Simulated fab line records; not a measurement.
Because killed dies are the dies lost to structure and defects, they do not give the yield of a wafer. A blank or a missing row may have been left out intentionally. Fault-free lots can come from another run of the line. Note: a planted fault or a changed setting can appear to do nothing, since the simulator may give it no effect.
Split-lot trial -- flow n5 finfet -- on a route of 1938 steps: 7 lots, 39 wafers read

## ABOUT THE SPLIT
At N5_MIM_BOT_ETCH_ETCH_04 (etches SiNx in CF4/O2, target depth 26 nm, time 13 s), the setting time s was moved away from the recipe's 13 s on 6 of the 39 wafers read, by -51.7% to -49.6%. The other wafers ran this setting at the recipe's value.

## BETWEEN THE SPLIT AND THE READING: the file shows 1 step in between
- N5_MIM_BOT_ETCH_ETCH_03: etches the open film in Cl2/BCl3, target depth 12 nm

## THE READING
oes product au, in a.u., at N5_MIM_BOT_ETCH_ETCH_00 (etches TiN in Cl2/BCl3, target depth 45.5 nm). Fault-free wafers of this fab line usually give 0.83 a.u., standard deviation 0.077 a.u.

wafer,"tool, chamber at the split","time s as run, s",against the recipe,"oes product au, a.u.",against lot-mates on the recipe
L074.1,"rie diel-01, 1",13,recipe,0.65,-
L074.2,"rie diel-01, 3",13,recipe,0.96,-
L074.3,"rie diel-01, 2",6.555,-49.6%,0.44,-0.42
L074.4,"rie diel-01, 0",6.555,-49.6%,0.26,-0.60
L074.5,"rie diel-01, 3",13,recipe,0.96,-
L074.6,"rie diel-01, 0",6.555,-49.6%,0.26,-0.60
L076.1,"rie diel-01, 1",13,recipe,0.86,-
L076.2,"rie diel-01, 3",13,recipe,0.86,-
L076.3,"rie diel-01, 2",6.276,-51.7%,0.37,-0.49
L076.4,"rie diel-01, 3",13,recipe,0.87,-
L076.5,"rie diel-01, 1",6.276,-51.7%,0.33,-0.53
L076.6,"rie diel-01, 2",6.276,-51.7%,0.37,-0.49
L075.2,"rie diel-01, 3",13,recipe,0.87,-
L075.4,"rie diel-01, 2",13,recipe,0.87,-
L075.6,"rie diel-01, 0",13,recipe,0.86,-
L082.1,"rie diel-03, 2",13,recipe,0.65,-
L082.2,"rie diel-03, 0",13,recipe,0.93,-
L082.3,"rie diel-03, 1",13,recipe,0.64,-
L082.4,"rie diel-03, 1",13,recipe,0.94,-
L082.5,"rie diel-03, 2",13,recipe,0.94,-
L082.6,"rie diel-03, 0",13,recipe,0.65,-
L087.1,"rie diel-02, 0",13,recipe,0.83,-
L087.2,"rie diel-02, 1",13,recipe,0.83,-
L087.3,"rie diel-02, 3",13,recipe,0.83,-
L087.4,"rie diel-02, 2",13,recipe,0.82,-
L087.5,"rie diel-02, 0",13,recipe,0.83,-
L087.6,"rie diel-02, 1",13,recipe,0.82,-
L093.1,"rie diel-01, 1",13,recipe,0.82,-
L093.2,"rie diel-01, 3",13,recipe,0.84,-
L093.3,"rie diel-01, 2",13,recipe,0.84,-
L093.4,"rie diel-01, 3",13,recipe,0.80,-
L093.5,"rie diel-01, 1",13,recipe,0.85,-
L093.6,"rie diel-01, 2",13,recipe,0.81,-
L091.1,"rie diel-02, 2",13,recipe,0.80,-
L091.2,"rie diel-02, 3",13,recipe,0.83,-
L091.3,"rie diel-02, 0",13,recipe,0.81,-
L091.4,"rie diel-02, 1",13,recipe,0.83,-
L091.5,"rie diel-02, 1",13,recipe,0.81,-
L091.6,"rie diel-02, 2",13,recipe,0.84,-

THE FIT
A straight line over all 39 wafers: oes product au changes by +0.00967 a.u. for each +1% of time s; r = +0.91; the points scatter about the line by 0.081 a.u.
The same after taking each lot's own level away (the mean of its wafers on the recipe; 39 wafers): +0.0103 a.u. for each +1%; r = +0.93; scatter 0.077 a.u.
That fit puts the effect of the largest move of time s on the reading at 0.53 a.u.
Measured against the standard deviation above, the lots' own levels, which go from 0.792 to 0.867 a.u., span 1.0 times it.
The two slopes agree, so the slope changes little with the lot-to-lot level.
Check: -0.54 a.u. against its lot-mates is what the line predicts for one of the wafers moved furthest among these (-51.7%) when that wafer is left out of the fit. It came out at -0.493 a.u. against them.

## THESE WAFERS: OTHER SPLITS
Note: prior to the reading, these wafers also went through further splits. Each is held against what the fit with the lots' levels taken away leaves over:
other split on the same wafers,wafers away from the commonest value,r with oes product au (lot level and that fit taken away)
N5_BEOL_M15_TRENCH_ETCH_34 time s,18,+0.12

## THE WHOLE CHAIN: every reading that the file lists as answering this split, in the file's order
step,what it does,reading,change (the file's fit),r (the file's)
N5_MIM_BOT_ETCH_ETCH_04,"etches SiNx in CF4/O2, target depth 26 nm, time 13 s","etch.depth nm (the simulator's own value, which no gauge read)",+0.267 nm for each +1% of the setting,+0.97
N5_MIM_BOT_ETCH_ETCH_04,"etches SiNx in CF4/O2, target depth 26 nm, time 13 s","MIM_BOT_ETCH.cd offset nm (the simulator's own value, which no gauge read)",-0.0125 nm for each +1% of the setting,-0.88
N5_MIM_BOT_ETCH_ETCH_03,"etches the open film in Cl2/BCl3, target depth 12 nm",oes product au,+0.0104 a.u. for each +1% of the setting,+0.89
N5_MIM_BOT_ETCH_ETCH_00,"etches TiN in Cl2/BCl3, target depth 45.5 nm",oes product au,+0.0103 a.u. for each +1% of the setting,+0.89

## FILE'S OWN FIT
oes product au changes by +0.0103 a.u. for each +1% of time s, r = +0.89.
